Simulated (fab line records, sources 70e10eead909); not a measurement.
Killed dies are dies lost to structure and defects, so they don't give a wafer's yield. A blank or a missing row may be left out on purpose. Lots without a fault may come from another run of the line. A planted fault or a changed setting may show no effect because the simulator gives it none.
Chamber matching | flow nand_harc | NHARC_A_DECK1_JOINT_ETCHBACK_07 on rie_si-01: 4 sister chambers
The step etches the open film in HBr, target depth 105 nm, time 26.9 s. 14 wafers are shown with their chamber, then 7 later ones without.

WAFERS WITH THEIR CHAMBER
wafer  | chamber | drypump_motor_current_A (A) | oes_product_au (a.u.) | throttle_valve_pct (%)
L076.1 | 0       | 6.3                         | 1.010                 | 23.271
L076.2 | 3       | 6.2                         | 1.019                 | 23.275
L076.5 | 3       | 6.2                         | 1.021                 | 23.266
L079.2 | 1       | 5.5                         | 1.021                 | 23.268
L079.5 | 3       | 6.1                         | 1.008                 | 23.266
L079.6 | 0       | 6.3                         | 1.008                 | 23.261
L081.3 | 3       | 6.1                         | 1.003                 | 23.254
L081.4 | 1       | 5.5                         | 1.022                 | 23.270
L081.6 | 3       | 6.1                         | 1.007                 | 23.249
L088.4 | 1       | 5.5                         | 0.999                 | 23.269
L088.5 | 2       | 5.0                         | 0.999                 | 23.273
L088.6 | 3       | 6.2                         | 1.012                 | 23.281
L090.1 | 2       | 5.0                         | 1.003                 | 23.275
L090.3 | 1       | 5.5                         | 1.003                 | 23.249

SIGNATURES (means of the wafers above)
reading                 | chamber 0 | chamber 1 | chamber 2 | chamber 3 | scatter within a chamber
drypump_motor_current_A | 6.300     | 5.500     | 5.000     | 6.150     | 0.0387
oes_product_au          | 1.00900   | 1.01125   | 1.00100   | 1.01167   | 0.00831
throttle_valve_pct      | 23.26600  | 23.26400  | 23.27400  | 23.26517  | 0.0104
Rule: a wafer's distance from a chamber is the root of the sum, over the readings, of the square of ((its reading less the chamber's mean) divided by the reading's scatter). The wafer belongs to the nearest chamber; if the next one is less than 2 further off, it can't be placed. The scatter: the root of (the sum of the squares of (reading less its chamber's mean) over the shown wafers, divided by (wafers less chambers)).

WAFERS WITHOUT THEIR CHAMBER
wafer  | drypump_motor_current_A (A) | oes_product_au (a.u.) | throttle_valve_pct (%)
L090.5 | 6.2                         | 1.010                 | 23.262
L092.1 | 5.5                         | 1.002                 | 23.257
L092.2 | 6.4                         | 1.014                 | 23.257
L092.3 | 5.0                         | 1.019                 | 23.277
L097.2 | 6.2                         | 1.016                 | 23.267
L097.3 | 5.0                         | 0.997                 | 23.268
L097.6 | 5.0                         | 0.998                 | 23.256

WHICH CHAMBER EACH WENT THROUGH
wafer  | from the rows above     | in truth
L090.5 | can't be placed: 3 or 0 | 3
L092.1 | 1                       | 1
L092.2 | 0                       | 0
L092.3 | 2                       | 2
L097.2 | can't be placed: 3 or 0 | 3
L097.3 | 2                       | 2
L097.6 | 2                       | 2
Placed correctly: 5 of 7. Can't be placed from these rows: 2 (the true chamber is among the candidates in 2). Placed wrongly: 0.
